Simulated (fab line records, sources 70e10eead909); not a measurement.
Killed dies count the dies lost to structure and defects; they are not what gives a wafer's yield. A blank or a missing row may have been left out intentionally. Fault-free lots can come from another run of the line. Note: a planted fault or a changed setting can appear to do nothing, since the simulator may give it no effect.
A lot that was struck, set against a sound lot | flow nandHarc | 15 out of 1302 route steps
Sound: these wafers, L860.2, L860.4, L860.5. The struck wafers were L875.2, L875.5, L875.6. The cause is named last.
Order at every step that has rows: each side's tool, ch and its chambers, its first start. Under that, the readings that differ: sound wafers | struck wafers | difference of the means | sigmas: that difference in standard deviations of wafers without a fault.
alike: readings with means less than 2 such deviations apart, plus words and numbers identical on both sides. not compared: withheld readings, readings lacking a value on some wafer, bounds such as >300 that could conceal the same value, and numbers that have no deviation in the record and whose values overlap.
A row with sigmas, a row that says differs or no value, or rows on one side alone: a step with any of these is where the two part. Non-overlapping numbers with no deviation appear without sigmas and do not part them. Lack of a reading on every wafer of one side parts them only where that side has two or more wafers.

first, 3 steps without rows for these wafers: NHARC_A_CHANNEL_HOLE_D1_STRIP_41 (strips in N2/H2); NHARC_A_CHANNEL_HOLE_D1_STRIP_42 (strips in CF4/CHF3); NHARC_A_CHANNEL_HOLE_D1_STRIP_43 (strips in O2/COS).
NHARC_A_CHANNEL_HOLE_D1_ETCH_44: etches the open film in CF4/O2, target depth 140 nm, overetch 14 nm, time 77 s.
  sound on rieDiel-08 ch 0,1,3, day 10 04:49; struck on rieDiel-08 ch 0,1,3, day 16 20:52
  alike: drypumpMotorCurrentA, oesProductAu, rfVppV, showerheadPlenumPTorr, throttleValvePct
  not compared: rfHoursCounterH
NHARC_A_CHANNEL_HOLE_D1_STRIP_27: strips in O2.
  sound: rieDiel-08 ch 0,2,3; struck: rieDiel-08 ch 1,2,3
  alike: drypumpMotorCurrentA, oesProductAu, rfVppV, showerheadPlenumPTorr, throttleValvePct
  not compared: rfHoursCounterH
then, 2 steps without rows for these wafers: NHARC_A_CHANNEL_HOLE_D1_PRECLEAN_28 (cleans in SC1); NHARC_A_CHANNEL_HOLE_D1_SRD_29.
NHARC_A_CHANNEL_HOLE_D1_CD_MEAS_30:
  sound: cdSem-03 at day 10 05:37; struck: cdSem-03 at day 16 21:40
  alike: cdNm
NHARC_A_CHANNEL_HOLE_D1_XSEM_31:
  sound on xsem-01 ch 0, day 10 05:42; struck on xsem-02 ch 0, day 16 21:45
reading      | sound          | struck         | difference | sigmas
botCdNm (nm) | 72.6 70.9 72.0 | 78.6 75.6 74.2 | +4.3       | +3
  alike: bowNm, tiltDeg
NHARC_A_CHANNEL_HOLE_D1_INSPECT_40:
  sound: defectInspect-02 at day 10 05:47; struck: defectInspect-02 at day 16 21:51
  alike: rawDefectCount
then, 2 steps without rows for these wafers: NHARC_A_CHANNEL_FILL_D1_PRECLEAN_00 (cleans in SC1); NHARC_A_CHANNEL_FILL_D1_SRD_01.
NHARC_A_CHANNEL_FILL_D1_ALD_02: deposits SiO2, target thk 6 nm, pulse time 10 s, ald cycles 60.
  sound on aldHk-01 ch 1,2, day 10 07:08; struck on aldHk-01 ch 2,3, day 16 22:02
reading                 | sound             | struck            | difference | sigmas
aldCycles               | 60 60 60          | 68 68 68          | +8         | 
precursorPulseHeightRel | 1.017 1.006 1.021 | 0.960 0.987 0.958 | -0.046     | -2
  alike: heaterPowerW
NHARC_A_CHANNEL_FILL_D1_ALD_03: deposits SiNx, target thk 6 nm, pulse time 60 s, ald cycles 58.
  sound: aldSinBatch-01 ch 0; struck: aldSinBatch-03 ch 0
  alike: aldCycles, precursorPulseHeightRel
-- jump in the record: it breaks off in module A_CHANNEL_FILL_D1 and resumes in module END (first step shown: number 1302 of the route), and 16 days separate the struck wafers' starts before and after --
NHARC_END_SORT_01:
  sound on prober-01 ch 0, day 25 18:47; struck on prober-01 ch 0, day 32 21:34
reading           | sound | struck | difference | sigmas
killedAtOther     | 4 0 2 | 3 5 8  | +3         | +2
killedAtPeriphery | 1 1 3 | 7 9 8  | +6         | +2
killedShort       | 3 2 5 | 0 0 0  | -3         | -2
  alike: killedAtArray, killedDies, killedOpen

WHERE THEY PART
First at NHARC_A_CHANNEL_HOLE_D1_XSEM_31; last, within this record, at NHARC_END_SORT_01.

WHY: what the simulator had put in
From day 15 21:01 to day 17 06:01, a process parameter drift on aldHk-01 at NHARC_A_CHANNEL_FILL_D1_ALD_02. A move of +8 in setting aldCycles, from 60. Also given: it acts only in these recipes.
